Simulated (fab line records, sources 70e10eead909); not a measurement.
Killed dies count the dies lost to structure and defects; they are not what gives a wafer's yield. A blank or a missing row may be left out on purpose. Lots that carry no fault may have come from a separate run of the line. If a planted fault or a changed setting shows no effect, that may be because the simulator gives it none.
A struck lot beside a sound one / flow nand-harc / 16 steps out of a route of 1159
Sound: wafers L132.2, L132.4, L132.5. Struck: wafer L146.5. (L146.1 of the same lot was not struck and is left out.) The cause comes at the end.
Order at every step that has rows: each side's tool, ch and its chambers, its first start. Under that, the readings that differ: sound wafers / struck wafers / difference of the means / sigmas: that difference in standard deviations of wafers without a fault.
alike: readings whose means differ by less than 2 such deviations, and words and numbers that are the same on both sides. not compared: withheld readings, readings that some wafer has no value for, bounds like >300 that may hide the same value, and numbers for which the record gives no deviation and whose values overlap.
A row with sigmas, a row that says differs or no value, or rows on one side alone: a step with any of these is where the two part. Numbers that don't overlap but have no deviation are shown without sigmas and don't part them. A reading that every wafer of one side lacks parts them only if that side has two wafers or more.

NHARC_P_START_INSPECT_01:
  sound on defect-inspect-02 at day 3 12:02; struck on defect-inspect-02 at day 7 00:02
  alike: raw-defect-count
then, 9 steps without rows for these wafers: NHARC_P_ZERO_WELL_PRECLEAN_00 (cleans in SPM, time 600 s); NHARC_P_ZERO_WELL_SRD_01; NHARC_P_ZERO_WELL_PECVD_02 (deposits SiO2, target thk 10 nm); NHARC_P_ZERO_WELL_DEHYDRATE_03 (time 120 s); NHARC_P_ZERO_WELL_HMDS_04 (time 30 s); NHARC_P_ZERO_WELL_COAT_64 (time 65 s); NHARC_P_ZERO_WELL_COAT_05 (resist thk 600 nm); NHARC_P_ZERO_WELL_SOFTBAKE_06 (time 70 s); NHARC_P_ZERO_WELL_EBR_07.
NHARC_P_ZERO_WELL_EXPOSE_08: exposes mask P ZERO, target cd 500 nm.
  sound on krf-scanner-04 ch 0, day 3 13:00; struck on krf-scanner-01 ch 0, day 7 00:58
  alike: mask
then, 2 steps without rows for these wafers: NHARC_P_ZERO_WELL_PEB_09 (peb time 80 s); NHARC_P_ZERO_WELL_DEVELOP_10 (time 50 s).
NHARC_P_ZERO_WELL_CD_MEAS_11: the cd target is 500 nm.
  sound on cd-sem-03 ch 0, day 3 13:09; struck on cd-sem-03 ch 0, day 7 01:07
reading=cd-nm (nm); sound=498.4 498.8 500.6; struck=505.1; difference=+5.8; sigmas=+5
then, 1 step without rows for these wafers: NHARC_P_ZERO_WELL_HARDBAKE_12 (time 65 s).
-- the record jumps here: 18 days lie between the struck wafers' starts before and after (it left off in module P_ZERO_WELL and takes up again in module END, whose first step shown is number 1159 of the route) --
NHARC_END_SORT_01:
  only the struck wafers appear in the record here, on prober-01 ch 0 at day 25 09:17; the sound ones have no rows

WHERE THEY PART
At NHARC_P_ZERO_WELL_CD_MEAS_11 first; at NHARC_END_SORT_01 last (within this record only).

WHY: the cause the simulator had injected
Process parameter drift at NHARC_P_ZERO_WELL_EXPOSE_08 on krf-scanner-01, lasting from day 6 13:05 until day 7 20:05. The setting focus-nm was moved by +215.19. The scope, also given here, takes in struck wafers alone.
